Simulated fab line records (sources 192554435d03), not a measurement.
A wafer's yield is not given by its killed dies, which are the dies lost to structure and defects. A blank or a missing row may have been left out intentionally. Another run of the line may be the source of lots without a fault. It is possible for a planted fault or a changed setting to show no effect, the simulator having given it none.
Chamber matching :: flow n5Finfet :: 3 sister chambers for N5_FIN_SAQP_HM_DEP_03 on pecvd-03
The step deposits SiNx from SiH4/NH3/N2, target thk 38 nm, time 33.6 s. 3 wafers are shown with their chamber, then 12 later ones without.

== EACH WAFER AND ITS CHAMBER ==
wafer: L092.5
chamber: 1
showerheadPlenumPTorr (Torr): 5.34

wafer: L093.4
chamber: 0
showerheadPlenumPTorr (Torr): 5.12

wafer: L093.5
chamber: 2
showerheadPlenumPTorr (Torr): 5.13

== WAFERS WITHOUT THEIR CHAMBER ==
wafer: L094.2
showerheadPlenumPTorr (Torr): 5.13

wafer: L094.4
showerheadPlenumPTorr (Torr): 5.12

wafer: L094.6
showerheadPlenumPTorr (Torr): 5.12

wafer: L095.1
showerheadPlenumPTorr (Torr): 5.12

wafer: L095.2
showerheadPlenumPTorr (Torr): 5.32

wafer: L095.3
showerheadPlenumPTorr (Torr): 5.13

wafer: L095.4
showerheadPlenumPTorr (Torr): 5.14

wafer: L095.5
showerheadPlenumPTorr (Torr): 5.33

wafer: L095.6
showerheadPlenumPTorr (Torr): 5.12

wafer: L097.4
showerheadPlenumPTorr (Torr): 5.14

wafer: L097.5
showerheadPlenumPTorr (Torr): 5.12

wafer: L097.6
showerheadPlenumPTorr (Torr): 5.33

== WHICH CHAMBER EACH WENT THROUGH ==
wafer: L094.2
from the rows above: can't be placed: 2 or 0
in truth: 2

wafer: L094.4
from the rows above: can't be placed: 0 or 2
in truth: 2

wafer: L094.6
from the rows above: can't be placed: 0 or 2
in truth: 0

wafer: L095.1
from the rows above: can't be placed: 0 or 2
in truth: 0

wafer: L095.2
from the rows above: 1
in truth: 1

wafer: L095.3
from the rows above: can't be placed: 2 or 0
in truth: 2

wafer: L095.4
from the rows above: can't be placed: 2 or 0
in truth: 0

wafer: L095.5
from the rows above: 1
in truth: 1

wafer: L095.6
from the rows above: can't be placed: 0 or 2
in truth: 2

wafer: L097.4
from the rows above: can't be placed: 2 or 0
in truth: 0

wafer: L097.5
from the rows above: can't be placed: 0 or 2
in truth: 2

wafer: L097.6
from the rows above: 1
in truth: 1
3 of 12 placed correctly. Not placeable from these rows: 9 (in 9, the candidates include the true chamber). Number placed wrongly: 0.
How it was worked out, from the rows above alone: a wafer's distance from a chamber is the root of the sum, over the readings, of the square of ((its reading less the chamber's mean) divided by the reading's scatter). The wafer belongs to the nearest chamber; if the next one is less than 2 further off, it can't be placed. Each chamber's mean is taken over the wafers shown for it. The scatter: with one shown wafer a chamber, the root of the mean of the squares of how far each hidden wafer lies from its nearest shown one.
